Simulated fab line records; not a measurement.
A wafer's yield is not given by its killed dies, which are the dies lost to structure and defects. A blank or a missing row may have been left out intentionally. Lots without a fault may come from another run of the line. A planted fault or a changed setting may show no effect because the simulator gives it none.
fab line records	flow n5_finfet
record: lots: 7	wafers: 21
route steps=1938 shown SD_EPI_P@321 SD_ACTIVATION@330 ILD0@338 HKMG_FIN@435 GATE_CUT@469 MOL_CONTACT_COAG@535 BEOL_M0_SAQP@663
start_h: start of the lot's first displayed wafer, in hours after the record's first day	wait_h: hours from the lot's prior step to this one	" identical to the entry in the row above	L1.1+2: one row covering several wafers at once	- no value present, or no start provided	* or withheld: withheld	< > ~ a bound
route shown NAME@n: a module of which the file shows steps, and the number in the route of the first	usual: mean and standard deviation over wafers with no fault	same: alike in all rows	chamber/n: place in a boat	sites: per-site readings	_std_site: the values' standard deviation	_edge_site: inner sites' mean taken away from outer sites' mean	radius_mm: for every site, how far away it sits from the centre of the wafer	mask NAME#n: copy n	behind: the last tool/chamber to shape the wafer	hold: why the lot was held/for how many hours/how that ended	device: names the non-switching transistor (n, p or np)	end of line: at the end of the route, the tests of the same wafers	a step with no rows: only its recipe	killed: the dies lost at the first sort to structure and to defects; this is not the yield of the wafer	map: a wafer's dies, x killed, . not, _ none there
set.NAME: the setting as run; set.NAME@STEP: as run at that earlier step	model.NAME: the simulator's own value behind a step, which no gauge read
one table per step and one row per wafer, for lots whose settings were changed on purpose
== steps ==
step: N5_SD_EPI_P_EPI_21
recipe: material: SiGe:B	dopant: B	temp_c: 550	pressure_torr: 20	ambient: H2	time_s: 355
lot.wafer	tool	chamber	start_h	wait_h	set.time_s	model.SiGe-B_of_SD_EPI_P_EPI_21.thk_nm
L081.2	epi_rpcvd-03	0	98.60	0.5	355	60.8
L081.3	"	0	"	"	355	60.6
L081.6	"	0	100.04	1.8	355	61
L082.2	epi_rpcvd-04	0	104.89	0.5	355	60.8
L082.3	"	0	"	"	392.8	64.6
L082.5	"	0	"	"	355	61.2
L087.1	epi_rpcvd-02	0	133.43	0.1	355	61.2
L087.3	"	0	"	"	373.3	63.2
L087.5	"	0	"	"	373.3	62.6
L088.1	epi_rpcvd-04	0	139.39	0.2	398	66
L088.4	"	0	140.83	1.5	398	65.4
L088.5	"	0	"	"	355	60.2
L089.3+4	epi_rpcvd-03	0	147.42	1.1	355	60
L089.5	"	0	"	"	331.7	57.4
L092.2	epi_rpcvd-04	0	167.25	0.6	324.2	56.8
L092.5	"	0	168.69	2.0	355	60.8
L092.6	"	0	"	"	355	60.6
L096.3	epi_rpcvd-03	0	191.66	1.1	355	60.2
L096.4	"	0	"	"	355	60.6
L096.5	"	0	"	"	355	61
step: N5_SD_EPI_P_EPI_MEAS_23
recipe: mode: xrd
usual: thk_nm: 60.8/1.1
lot.wafer	tool	chamber	start_h	wait_h	set.time_s@SD_EPI_P_EPI_21	thk_nm
L081.2	film_metro-02	-	100.43	1.5	355	62.2
L081.3	"	-	"	"	355	60.5
L081.6	"	-	"	"	355	62.6
L082.2	film_metro-02	-	106.73	1.5	355	61.7
L082.3	"	-	"	"	392.8	64.3
L082.5	"	-	"	"	355	60.1
L087.1	film_metro-02	-	135.65	1.9	355	61.9
L087.3	"	-	"	"	373.3	62.8
L087.5	"	-	"	"	373.3	62.4
L088.1	film_metro-01	-	142.31	2.4	398	65.2
L088.4	"	-	"	"	398	65.2
L088.5	"	-	"	"	355	59.7
L089.3	film_metro-02	-	149.38	1.5	355	59.1
L089.4	"	-	"	"	355	60.7
L089.5	"	-	"	"	331.7	58.0
L092.2	film_metro-02	-	169.68	2.0	324.2	57.6
L092.5	"	-	"	"	355	62.2
L092.6	"	-	"	"	355	61.2
L096.3	film_metro-02	-	193.62	1.5	355	59.7
L096.4	"	-	"	"	355	59.8
L096.5	"	-	"	"	355	59.0
step: N5_SD_EPI_P_HM_STRIP_48
recipe: chemistry: H3PO4	temp_c: 160	material: SiNx	target: SiNx	target_depth_a: 30	overetch_fraction: 0.3
lot.wafer	tool	chamber	start_h	wait_h	set.time_s@SD_EPI_P_EPI_21	model.SiGe-B_of_SD_EPI_P_EPI_21.thk_nm
L081.2	wet_bench-03	4	100.47	0.0	355	60.4
L081.3	"	5	"	"	355	60.2
L081.6	"	7	"	"	355	60.6
L082.2	wet_bench-01	2	106.77	0.0	355	60.6
L082.3	"	3	"	"	392.8	64.2
L082.5	"	1	"	"	355	61
L087.1	wet_bench-01	1	135.68	0.0	355	61
L087.3	"	4	"	"	373.3	62.8
L087.5	"	2	"	"	373.3	62.4
L088.1	wet_bench-05	7	142.35	0.0	398	65.6
L088.4	"	5	"	"	398	65.2
L088.5	"	4	"	"	355	60
L089.3	wet_bench-01	4	149.41	0.0	355	59.8
L089.4	"	2	"	"	355	59.6
L089.5	"	3	"	"	331.7	57.2
L092.2	wet_bench-01	2	169.72	0.0	324.2	56.6
L092.5	"	1	"	"	355	60.6
L092.6	"	5	"	"	355	60.2
L096.3	wet_bench-03	0	193.65	0.0	355	59.8
L096.4	"	4	"	"	355	60.2
L096.5	"	3	"	"	355	60.6
step: N5_SD_EPI_P_SRD_49
recipe: dry: ipa_marangoni	time_s: 30	temp_c: 23	rinse_liquid: diw
step: N5_SD_EPI_P_PRECLEAN_24
recipe: chemistry: O3/DIW	time_s: 45	temp_c: 22	o3_ppm: 10
lot.wafer	tool	chamber	start_h	wait_h	set.time_s@SD_EPI_P_EPI_21	model.SiGe-B_of_SD_EPI_P_EPI_21.thk_nm
L081.2	wet_bench-03	4	100.54	0.0	355	60.4
L081.3	"	5	"	"	355	60.2
L081.6	"	7	"	"	355	60.6
L082.2	wet_bench-01	2	106.84	0.0	355	60.4
L082.3	"	3	"	"	392.8	64
L082.5	"	1	"	"	355	60.8
L087.1	wet_bench-01	1	135.75	0.0	355	60.8
L087.3	"	4	"	"	373.3	62.6
L087.5	"	2	"	"	373.3	62.2
L088.1	wet_bench-05	7	142.41	0.0	398	65.4
L088.4	"	5	"	"	398	65
L088.5	"	4	"	"	355	59.8
L089.3+4	wet_bench-01	4,2	149.48	0.0	355	59.6
L089.5	"	3	"	"	331.7	57
L092.2	wet_bench-01	2	169.79	0.0	324.2	56.4
L092.5	"	1	"	"	355	60.4
L092.6	"	5	"	"	355	60.2
L096.3	wet_bench-03	0	193.72	0.0	355	59.6
L096.4	"	4	"	"	355	60.2
L096.5	"	3	"	"	355	60.6
step: N5_SD_EPI_P_PRECLEAN_32
recipe: chemistry: dHF	time_s: 10	dilution: 500:1	temp_c: 25
step: N5_SD_EPI_P_PRECLEAN_33
recipe: chemistry: SC2	time_s: 45	temp_c: 35	mix: 1:1:50
step: N5_SD_ACTIVATION_RTA_00
recipe: temp_c: 975	time_s: 0	ambient: N2	idle_temp_c: 600	ramp_up_c_per_s: 150	ramp_down_c_per_s: 60	cool_to_c: 600
step: N5_SD_ACTIVATION_LSA_01
recipe: temp_c: 1080	time_s: 0.0008	ambient: N2
step: N5_SD_ACTIVATION_RS_MEAS_03
recipe: thk_meas_gauge: four-point-probe
usual: RS_SD_N: 21.9/0.31	RS_SD_P: 56.3/0.81
lot.wafer	tool	chamber	start_h	wait_h	set.time_s@SD_EPI_P_EPI_21	RS_SD_N[ohm/sq]	RS_SD_P[ohm/sq]
L081.2	film_metro-01	-	101.06	0.2	355	22.1	55.8
L081.3	"	-	"	"	355	21.7	56.0
L081.6	"	-	"	"	355	21.9	55.5
L082.2	film_metro-01	-	107.37	0.2	355	22.2	56.6
L082.3	"	-	"	"	392.8	22.3	53.4
L082.5	"	-	"	"	355	22.0	55.9
L087.1	film_metro-01	-	136.25	0.2	355	22.0	56.6
L087.3	"	-	"	"	373.3	22.0	54.7
L087.5	"	-	"	"	373.3	22.0	55.2
L088.1	film_metro-02	-	143.05	0.2	398	22.0	51.8
L088.4	"	-	"	"	398	22.1	51.7
L088.5	"	-	"	"	355	22.1	56.6
L089.3	film_metro-01	-	150.19	0.2	355	21.4	57.6
L089.4	"	-	"	"	355	21.5	58.5
L089.5	"	-	"	"	331.7	21.4	60.0
L092.2	film_metro-02	-	170.31	0.2	324.2	21.8	59.6
L092.5	"	-	"	"	355	21.3	55.8
L092.6	"	-	"	"	355	21.3	56.0
L096.3	film_metro-02	-	194.26	0.2	355	21.7	57.5
L096.4	"	-	"	"	355	21.9	56.5
L096.5	"	-	"	"	355	21.7	56.4
step: N5_ILD0_CMP_03
recipe: stop_on: SiNx	t_overpolish_s: 1.9	post_cmp_clean: alkaline_brush	down_force_psi: 4.1491	platen_rpm: 51.796	pad_velocity_m_s: 1.0306	target_thk_nm: 197.38
usual: time_to_endpoint_s: 72/4.3
lot.wafer	tool	chamber	start_h	wait_h	set.down_force_psi	time_to_endpoint_s
L081.3	cmp-01	2	103.76	0.0	4.1491	74
L081.2	"	3	"	"	4.62	70
L081.6	"	3	"	"	4.1491	74
L082.2	cmp-02	2	110.11	0.1	3.501	90
L082.3	"	0	"	"	4.1491	77
L082.5	"	2	"	"	3.501	94
L087.1	cmp-02	3	139.06	0.1	4.1491	71
L087.3	"	1	"	"	4.1491	78
L087.5	"	3	"	"	4.1491	70
L088.4	cmp-04	2	145.84	0.1	3.634	75
L088.1	"	0	"	"	4.1491	61
L088.5	"	1	"	"	4.1491	68
L089.3	cmp-04	0	152.92	0.1	4.1491	68
L089.4	"	2	"	"	3.269	92
L089.5	"	3	"	"	3.269	91
L092.2	cmp-01	0	173.10	0.1	4.1491	74
L092.6	"	2	"	"	4.1491	72
L092.5	"	3	"	"	3.702	82
L096.3	cmp-04	3	197.31	0.0	4.1491	69
L096.4	"	1	"	"	4.1491	68
L096.5	"	0	"	"	4.1491	67
step: N5_HKMG_FIN_ETCH_32
recipe: chemistry: N2/H2	target: SOC	target_depth_a: 2400	temp_c: 40	time_s: 300	ion_energy_ev: 200	mask_material: SiARC	pressure_mtorr: 30	source_w: 840	bias_w: 150	n2_flow_sccm: 200	h2_flow_sccm: 200
usual: rf_vpp_V: 523.2/2
lot.wafer	tool	chamber	start_h	wait_h	set.bias_w	rf_vpp_V	model.SiARC_of_HKMG_FIN_COAT_30.thk_nm
L081.2	rie_diel-06	2	117.39	0.0	150	524.6	21.8
L081.3	"	3	"	"	150	522.0	21.2
L081.6	"	0	"	"	125.8	467.7	25
L082.2	rie_diel-06	3	124.86	0.0	128.8	475.2	23.8
L082.3	"	0	"	"	128.8	474.8	24.8
L082.5	"	2	"	"	150	525.0	21.8
L087.1	rie_diel-04	3	153.13	0.0	150	522.2	20.4
L087.3	"	2	"	"	150	524.1	22.2
L087.5	"	2	"	"	150	523.5	22.2
L088.1	rie_diel-02	1	159.67	0.0	134.6	486.2	23.6
L088.4	"	2	"	"	150	526.0	22
L088.5	"	2	"	"	150	526.7	22
L089.3	rie_diel-04	3	166.55	0.0	150	521.8	20.8
L089.4	"	1	"	"	150	520.8	21.6
L089.5	"	3	"	"	138.8	496.1	22
L092.2	rie_diel-06	2	187.70	0.0	150	524.1	21.6
L092.5	"	1	"	"	150	523.0	20.6
L092.6	"	3	"	"	170.6	565.7	18.8
L096.3	rie_diel-04	2	210.88	0.0	150	522.4	22
L096.4	"	0	"	"	150	526.5	21.8
L096.5	"	2	"	"	150	523.7	22.2
step: N5_HKMG_FIN_ETCH_35
recipe: chemistry: N2/H2	target: SOC	target_depth_a: 2158	ion_energy_ev: 65	bias_w: 5	source_w: 3000	time_s: 243.4	pressure_mtorr: 30	n2_flow_sccm: 200	h2_flow_sccm: 200
lot.wafer	tool	chamber	start_h	wait_h	set.time_s	model.etch.depth_nm	model.SOC_of_HKMG_FIN_COAT_29.thk_nm	model.HKMG_FIN.feature_depth_nm
L081.2	rie_diel-06	2	117.60	0.0	190.6	160.5	140.8	160.4
L081.3	"	3	"	"	190.6	170.4	131.6	170.4
L081.6	"	0	"	"	190.6	169.2	131.8	169.2
L082.2	rie_diel-06	3	125.07	0.0	288.7	256.3	44.6	256.4
L082.3	"	0	"	"	243.4	214.9	85	215
L082.5	"	2	"	"	243.4	203.5	97.6	203.4
L087.1	rie_diel-04	3	153.34	0.0	243.4	225.6	75.8	225.6
L087.3	"	2	"	"	243.4	211.9	88.2	211.8
L087.5	"	2	"	"	243.4	211.5	88.8	211.6
L088.1	rie_diel-02	1	159.88	0.0	290.1	258	40.8	258
L088.4	"	2	"	"	290.1	251.6	47.4	251.6
L088.5	"	2	"	"	243.4	209.3	90.2	209.4
L089.3	rie_diel-04	3	166.76	0.0	270.4	252.2	48.8	252.2
L089.4	"	1	"	"	243.4	217.8	82.8	217.8
L089.5	"	3	"	"	243.4	226	75.2	226
L092.2	rie_diel-06	2	187.91	0.0	243.4	204.8	95.6	204.8
L092.5	"	1	"	"	243.4	216.3	83.8	216.2
L092.6	"	3	"	"	243.4	216.4	83.6	216.4
L096.3	rie_diel-04	2	211.09	0.0	243.4	211.2	90	211.2
L096.4	"	0	"	"	243.4	211.9	88.8	212
L096.5	"	2	"	"	243.4	209.8	90.8	209.8
step: N5_GATE_CUT_ETCH_58
recipe: chemistry: CH3F/O2	target: SiNx	target_depth_a: 170	time_s: 128.6	ion_energy_ev: 50	pressure_mtorr: 30	source_w: 415	bias_w: 21	Ar_flow_sccm: 150	CH3F_flow_sccm: 30	O2_flow_sccm: 20
usual: rf_vpp_V: 98.8/0.84
lot.wafer	tool	chamber	start_h	wait_h	set.bias_w	rf_vpp_V
L081.2	rie_diel-03	3	122.11	0.0	17.75	89.0
L081.3	"	0	"	"	21	99.3
L081.6	"	3	"	"	17.75	88.7
L082.2	rie_diel-03	3	129.71	0.0	23.96	107.3
L082.3	"	2	"	"	21	99.4
L082.5	"	1	"	"	23.96	107.2
L087.1	rie_diel-03	2	158.00	0.1	21	98.8
L087.3	"	1	"	"	21	99.6
L087.5	"	2	"	"	21	98.9
L088.1	rie_diel-01	3	164.32	0.1	21	98.5
L088.4	"	2	"	"	21	97.4
L088.5	"	1	"	"	21	96.6
L089.3	rie_diel-03	0	171.37	0.0	21	98.9
L089.4	"	2	"	"	21	99.7
L089.5	"	0	"	"	21	98.2
L092.2	rie_diel-03	2	192.40	0.0	23.42	105.4
L092.5	"	2	"	"	23.42	105.5
L092.6	"	3	"	"	21	98.3
L096.3	rie_diel-01	3	215.74	0.0	21	98.0
L096.4	"	1	"	"	21	97.6
L096.5	"	2	"	"	21	98.4
step: N5_MOL_CONTACT_COAG_CONTACT_ETCH_14
recipe: chemistry: C4F6/O2	target: SiO2	target_depth_a: 275	overetch_a: 85	mask_material: SOC	pressure_mtorr: 30	source_w: 370	bias_w: 185	Ar_flow_sccm: 300	C4F6_flow_sccm: 16	O2_flow_sccm: 10	time_s: 20	ion_energy_ev: 259.6
usual: rf_vpp_V: 691.4/2.7
lot.wafer	tool	chamber	start_h	wait_h	set.source_w	rf_vpp_V
L081.2	rie_diel-06	1	130.35	0.0	392.4	687.5
L081.3	"	2	"	"	392.4	688.7
L081.6	"	1	"	"	370	690.8
L082.2	rie_diel-06	2	137.44	0.0	394.2	688.1
L082.3	"	0	"	"	394.2	669.4
L082.5	"	0	"	"	370	690.6
L087.1	rie_diel-02	2	165.46	0.0	370	695.3
L087.3	"	3	"	"	305.1	721.1
L087.5	"	1	"	"	305.1	731.8
L088.1	rie_diel-02	3	171.93	0.0	370	691.3
L088.4	"	0	"	"	433.3	671.2
L088.5	"	2	"	"	370	696.7
L089.3	rie_diel-04	2	178.87	0.0	370	690.7
L089.4	"	0	"	"	370	695.9
L089.5	"	1	"	"	370	688.0
L092.2	rie_diel-02	1	199.85	0.0	370	688.3
L092.5	"	1	"	"	306.5	729.4
L092.6	"	3	"	"	306.5	720.2
L096.3	rie_diel-06	1	224.03	0.0	370	691.3
L096.4	"	2	"	"	370	692.3
L096.5	"	0	"	"	370	690.2
step: N5_MOL_CONTACT_COAG_EXPOSE_37
recipe: mask_id: VD	na: 0.33	source_shape: annular	sigma_inner: 0.3	sigma_outer: 0.7	polarization: unpolarized	defocus_nm: 0	dose_mj: 62
lot.wafer	tool	chamber	start_h	wait_h	mask	set.dose_mj
L081.2	euv_scanner-02	0	140.15	-	VD#0	62
L081.3+6	"	0	"	"	VD#0	60.22
L082.2	euv_scanner-02	0	152.46	-	VD#0	57.58
L082.3+5	"	0	"	"	VD#0	62
L087.1+3	euv_scanner-01	0	179.64	-	VD#0	59.94
L087.5	"	0	"	"	VD#0	62
L088.1	euv_scanner-01	0	182.15	-	VD#0	62
L088.4+5	"	0	"	"	VD#0	57.48
L089.3+4	euv_scanner-01	0	190.64	-	VD#0	62
L089.5	"	0	"	"	VD#0	63.88
L092.2	euv_scanner-02	0	211.41	-	VD#0	62
L092.5+6	"	0	"	"	VD#0	60.42
L096.3+4+5	euv_scanner-02	0	235.47	-	VD#0	62
step: N5_MOL_CONTACT_COAG_PEB_38
recipe: peb_temp_c: 100	peb_time_s: 60	resist: CAR-EUV
step: N5_MOL_CONTACT_COAG_DEVELOP_39
recipe: develop_time_s: 30	developer: TMAH	resist: CAR-EUV	rinse_liquid: surfactant_rinse	dry: air_spin	dev_temp_c: 23
step: N5_MOL_CONTACT_COAG_CD_MEAS_40
recipe: target_cd_nm: 25.1	landing_energy_ev: 500	detector: se_inlens	polarity: opening
usual: cd_nm: 25.12/0.24
lot.wafer	tool	chamber	start_h	wait_h	set.dose_mj@MOL_CONTACT_COAG_EXPOSE_37	cd_nm
L081.2	cd_sem-03	0	140.29	-	62	24.84
L081.3	"	0	"	"	60.22	24.51
L081.6	"	0	"	"	60.22	24.50
L082.2	cd_sem-03	0	152.59	-	57.58	23.88
L082.3	"	0	"	"	62	24.95
L082.5	"	0	"	"	62	25.16
L087.1	cd_sem-01	0	179.78	-	59.94	24.52
L087.3	"	0	"	"	59.94	24.49
L087.5	"	0	"	"	62	25.14
L088.1	cd_sem-01	0	182.30	-	62	25.03
L088.4	"	0	"	"	57.48	23.76
L088.5	"	0	"	"	57.48	23.75
L089.3	cd_sem-03	0	190.77	-	62	25.41
L089.4	"	0	"	"	62	25.33
L089.5	"	0	"	"	63.88	25.53
L092.2	cd_sem-01	0	211.54	-	62	25.17
L092.5	"	0	"	"	60.42	24.41
L092.6	"	0	"	"	60.42	24.69
L096.3	cd_sem-03	0	235.60	-	62	25.21
L096.4	"	0	"	"	62	24.94
L096.5	"	0	"	"	62	24.66
step: N5_BEOL_M0_SAQP_SPACER1_ALD_98
recipe: material: SiO2	target_thk_a: 128	temp_c: 300	ald_precursor_family: BDEAS	ald_co_reactant: O2-plasma	pulse_time_s: 1	purge_time_s: 2	co_reactant_purge_time_s: 2	ald_cycles: 138	pressure_torr: 2
lot.wafer	tool	chamber	start_h	wait_h	set.ald_cycles	model.SiO2_of_BEOL_M0_SAQP_SPACER1_ALD_98.thk_nm
L081.2+6	ald_sin-02	0	149.67	0.3	151	14
L081.3	"	3	"	"	138	12.8
L082.2	ald_sin-02	3	161.44	0.3	138	12.8
L082.3	"	0	"	"	157	14.6
L082.5	"	1	"	"	138	13
L087.1+3	ald_sin-04	3,0	190.85	1.1	138	12.8
L087.5	"	2	"	"	122	11.4
L088.1+4+5	ald_sin-01	3,1,3	191.16	0.5	138	12.8
L089.3+5	ald_sin-01	1	198.01	0.5	138	12.8
L089.4	"	0	"	"	138	13
L092.2+6	ald_sin-02	1,2	219.14	0.3	138	12.8
L092.5	"	3	"	"	155	14.4
L096.3+4+5	ald_sin-04	2,3,2	243.59	0.4	138	12.8
step: N5_BEOL_M0_SAQP_SPACER1_ETCHBACK_99
recipe: chemistry: CHF3/O2	mode: anisotropic_etchback	target: SiO2	target_depth_a: 154	time_s: 7.7	pressure_mtorr: 30	source_w: 650	bias_w: 170	Ar_flow_sccm: 200	CHF3_flow_sccm: 50	O2_flow_sccm: 5	ion_energy_ev: 200
step: N5_BEOL_M0_SAQP_MANDREL1_REMOVE_100
recipe: chemistry: HBr/Cl2/O2	bt_time_s: 10	target: a-Si	stop_on: SiNx	endpoint: OES-SiCl	over_etch_frac: 0.85	icp_w: 600	bias_w: 30	HBr_flow_sccm: 150	Cl2_flow_sccm: 80	O2_flow_sccm: 5	pressure_mtorr: 10
lot.wafer	tool	chamber	start_h	wait_h	set.ald_cycles@BEOL_M0_SAQP_SPACER1_ALD_98	model.BEOL_M0_SAQP.cd_nm	model.SiO2_of_BEOL_M0_SAQP_SPACER1_ALD_98.thk_nm
L081.2	rie_si-04	3	150.23	0.1	151	13.8	8.6
L081.3	"	2	"	"	138	12.8	7.4
L081.6	"	2	"	"	151	14	8.8
L082.2	rie_si-06	2	162.01	0.1	138	12.8	7.4
L082.3	"	3	"	"	157	14.8	9.4
L082.5	"	1	"	"	138	13	7.6
L087.1	rie_si-06	2	191.44	0.1	138	12.6	7.4
L087.3	"	1	"	"	138	12.8	7.4
L087.5	"	2	"	"	122	11.4	6
L088.1+4	rie_si-06	0,2	191.73	0.1	138	12.6	7.4
L088.5	"	1	"	"	138	12.8	7.4
L089.3	rie_si-06	1	198.58	0.1	138	12.8	7.4
L089.4	"	0	"	"	138	12.8	7.6
L089.5	"	1	"	"	138	13	7.4
L092.2	rie_si-04	3	219.71	0.1	138	12.8	7.4
L092.5	"	2	"	"	155	14.2	9
L092.6	"	3	"	"	138	12.6	7.4
L096.3	rie_si-06	2	244.15	0.1	138	12.6	7.4
L096.4+5	"	1,3	"	"	138	12.8	7.4
step: N5_BEOL_M0_SAQP_CD_MEAS_25
recipe: target_cd_nm: 13.1	landing_energy_ev: 1000	detector: se_inlens
usual: cd_nm: 12.76/0.23
lot.wafer	tool	chamber	start_h	wait_h	set.ald_cycles@BEOL_M0_SAQP_SPACER1_ALD_98	cd_nm
L081.2	cd_sem-03	0	150.34	0.1	151	13.62
L081.3	"	0	"	"	138	12.83
L081.6	"	0	"	"	151	14.34
L082.2	cd_sem-03	0	162.12	0.1	138	12.87
L082.3	"	0	"	"	157	14.69
L082.5	"	0	"	"	138	13.03
L087.1	cd_sem-01	0	191.56	0.1	138	12.56
L087.3	"	0	"	"	138	12.86
L087.5	"	0	"	"	122	11.34
L088.1	cd_sem-01	0	191.84	0.1	138	12.52
L088.4	"	0	"	"	138	12.57
L088.5	"	0	"	"	138	13.04
L089.3	cd_sem-01	0	198.69	0.1	138	12.66
L089.4	"	0	"	"	138	12.52
L089.5	"	0	"	"	138	13.17
L092.2	cd_sem-02	0	219.83	0.1	138	12.62
L092.5	"	0	"	"	155	13.94
L092.6	"	0	"	"	138	12.34
L096.3	cd_sem-01	0	244.27	0.1	138	12.39
L096.4	"	0	"	"	138	13.04
L096.5	"	0	"	"	138	12.51
== key ==
split: step: N5_SD_EPI_P_EPI_21	setting: time_s	stated: 355	by: wafer
response: step: N5_SD_EPI_P_EPI_21	reading: model.SiGe-B_of_SD_EPI_P_EPI_21.thk_nm	change: +0.406	per: 1%	r: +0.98
response: step: N5_SD_EPI_P_EPI_MEAS_23	reading: thk_nm	change: *	per: 1%	r: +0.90
response: step: N5_SD_EPI_P_HM_STRIP_48	reading: model.SiGe-B_of_SD_EPI_P_EPI_21.thk_nm	change: +0.393	per: 1%	r: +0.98
response: step: N5_SD_EPI_P_PRECLEAN_24	reading: model.SiGe-B_of_SD_EPI_P_EPI_21.thk_nm	change: +0.397	per: 1%	r: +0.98
response: step: N5_SD_ACTIVATION_RS_MEAS_03	reading: RS_SD_P	change: -0.353	per: 1%	r: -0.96
split: step: N5_ILD0_CMP_03	setting: down_force_psi	stated: 4.1491	by: wafer
response: step: N5_ILD0_CMP_03	reading: time_to_endpoint_s	change: *	per: 1%	r: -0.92
split: step: N5_HKMG_FIN_ETCH_32	setting: bias_w	stated: 150	by: wafer
response: step: N5_HKMG_FIN_ETCH_32	reading: rf_vpp_V	change: +3.44	per: 1%	r: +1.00
response: step: N5_HKMG_FIN_ETCH_32	reading: model.SiARC_of_HKMG_FIN_COAT_30.thk_nm	change: -0.18	per: 1%	r: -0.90
split: step: N5_HKMG_FIN_ETCH_35	setting: time_s	stated: 243.4	by: wafer
response: step: N5_HKMG_FIN_ETCH_35	reading: model.etch.depth_nm	change: +2.49	per: 1%	r: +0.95
response: step: N5_HKMG_FIN_ETCH_35	reading: model.SOC_of_HKMG_FIN_COAT_29.thk_nm	change: -2.49	per: 1%	r: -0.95
response: step: N5_HKMG_FIN_ETCH_35	reading: model.HKMG_FIN.feature_depth_nm	change: +2.49	per: 1%	r: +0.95
split: step: N5_GATE_CUT_ETCH_58	setting: bias_w	stated: 21	by: wafer
response: step: N5_GATE_CUT_ETCH_58	reading: rf_vpp_V	change: +0.621	per: 1%	r: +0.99
split: step: N5_MOL_CONTACT_COAG_CONTACT_ETCH_14	setting: source_w	stated: 370	by: wafer
response: step: N5_MOL_CONTACT_COAG_CONTACT_ETCH_14	reading: rf_vpp_V	change: -1.7	per: 1%	r: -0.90
split: step: N5_MOL_CONTACT_COAG_EXPOSE_37	setting: dose_mj	stated: 62	by: wafer
response: step: N5_MOL_CONTACT_COAG_CD_MEAS_40	reading: cd_nm	change: +0.165	per: 1%	r: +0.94
split: step: N5_BEOL_M0_SAQP_SPACER1_ALD_98	setting: ald_cycles	stated: 138	by: wafer
response: step: N5_BEOL_M0_SAQP_SPACER1_ALD_98	reading: model.SiO2_of_BEOL_M0_SAQP_SPACER1_ALD_98.thk_nm	change: +0.125	per: 1%	r: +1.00
response: step: N5_BEOL_M0_SAQP_MANDREL1_REMOVE_100	reading: model.BEOL_M0_SAQP.cd_nm	change: +0.124	per: 1%	r: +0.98
response: step: N5_BEOL_M0_SAQP_MANDREL1_REMOVE_100	reading: model.SiO2_of_BEOL_M0_SAQP_SPACER1_ALD_98.thk_nm	change: +0.132	per: 1%	r: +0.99
response: step: N5_BEOL_M0_SAQP_CD_MEAS_25	reading: cd_nm	change: +0.122	per: 1%	r: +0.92
